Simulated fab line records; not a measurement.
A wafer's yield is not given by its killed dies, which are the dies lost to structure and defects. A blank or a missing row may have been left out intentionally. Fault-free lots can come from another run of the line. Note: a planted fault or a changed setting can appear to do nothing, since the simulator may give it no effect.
Matching of chambers || flow n5 finfet || rie si-05 running N5_STI_FIN_REVEAL_ETCH_34: 4 sister chambers
The step etches Si in H2, material Si, target depth 0.97 nm. 8 wafers are shown with their chamber, then 12 later ones without.

## WAFERS PAIRED WITH THEIR CHAMBERS
{"wafer": "L082.5", "chamber": 1, "throttle valve pct (%)": 25.8, "drypump motor current A (A)": 5.7}
{"wafer": "L084.2", "chamber": 2, "throttle valve pct (%)": 25.2, "drypump motor current A (A)": 6.5}
{"wafer": "L084.6", "chamber": 1, "throttle valve pct (%)": 25.8, "drypump motor current A (A)": 5.7}
{"wafer": "L085.4", "chamber": 0, "throttle valve pct (%)": 26.6, "drypump motor current A (A)": 6.6}
{"wafer": "L085.5", "chamber": 3, "throttle valve pct (%)": 25.6, "drypump motor current A (A)": 6.5}
{"wafer": "L086.3", "chamber": 3, "throttle valve pct (%)": 25.7, "drypump motor current A (A)": 6.6}
{"wafer": "L086.4", "chamber": 2, "throttle valve pct (%)": 25.2, "drypump motor current A (A)": 6.5}
{"wafer": "L086.6", "chamber": 0, "throttle valve pct (%)": 26.6, "drypump motor current A (A)": 6.6}

## WAFERS MISSING THEIR CHAMBER
{"wafer": "L089.1", "throttle valve pct (%)": 25.2, "drypump motor current A (A)": 6.5}
{"wafer": "L089.2", "throttle valve pct (%)": 25.8, "drypump motor current A (A)": 5.7}
{"wafer": "L089.3", "throttle valve pct (%)": 26.6, "drypump motor current A (A)": 6.6}
{"wafer": "L092.4", "throttle valve pct (%)": 26.2, "drypump motor current A (A)": 6.5}
{"wafer": "L092.5", "throttle valve pct (%)": 26.6, "drypump motor current A (A)": 6.6}
{"wafer": "L092.6", "throttle valve pct (%)": 25.2, "drypump motor current A (A)": 6.5}
{"wafer": "L094.2", "throttle valve pct (%)": 26.6, "drypump motor current A (A)": 6.7}
{"wafer": "L094.3", "throttle valve pct (%)": 25.2, "drypump motor current A (A)": 6.5}
{"wafer": "L094.6", "throttle valve pct (%)": 25.2, "drypump motor current A (A)": 6.5}
{"wafer": "L096.1", "throttle valve pct (%)": 26.2, "drypump motor current A (A)": 6.6}
{"wafer": "L096.3", "throttle valve pct (%)": 25.2, "drypump motor current A (A)": 6.5}
{"wafer": "L096.5", "throttle valve pct (%)": 26.2, "drypump motor current A (A)": 6.5}

## EACH ONE'S CHAMBER
{"wafer": "L089.1", "from the rows above": 2, "in truth": 2}
{"wafer": "L089.2", "from the rows above": 1, "in truth": 1}
{"wafer": "L089.3", "from the rows above": 0, "in truth": 0}
{"wafer": "L092.4", "from the rows above": 0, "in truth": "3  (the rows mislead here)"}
{"wafer": "L092.5", "from the rows above": 0, "in truth": 0}
{"wafer": "L092.6", "from the rows above": 2, "in truth": 2}
{"wafer": "L094.2", "from the rows above": 0, "in truth": 0}
{"wafer": "L094.3", "from the rows above": 2, "in truth": 2}
{"wafer": "L094.6", "from the rows above": 2, "in truth": 2}
{"wafer": "L096.1", "from the rows above": 0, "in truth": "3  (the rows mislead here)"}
{"wafer": "L096.3", "from the rows above": 2, "in truth": 2}
{"wafer": "L096.5", "from the rows above": 0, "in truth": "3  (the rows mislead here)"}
Correct placement for 9 of the 12. Left unplaced by these rows: 0. 3 placed wrongly.
How it was worked out, from the rows above alone: a wafer's distance from a chamber is the root of the sum, over the readings, of the square of ((its reading less the chamber's mean) divided by the reading's scatter). If the next closest chamber is less than 2 further off than the closest, the wafer can't be placed; otherwise it belongs to the closest. A chamber's mean is the mean of its shown wafers. The scatter: take each reading less its chamber's mean, square it, sum over the shown wafers, divide by the number of wafers less the number of chambers, and take the root.
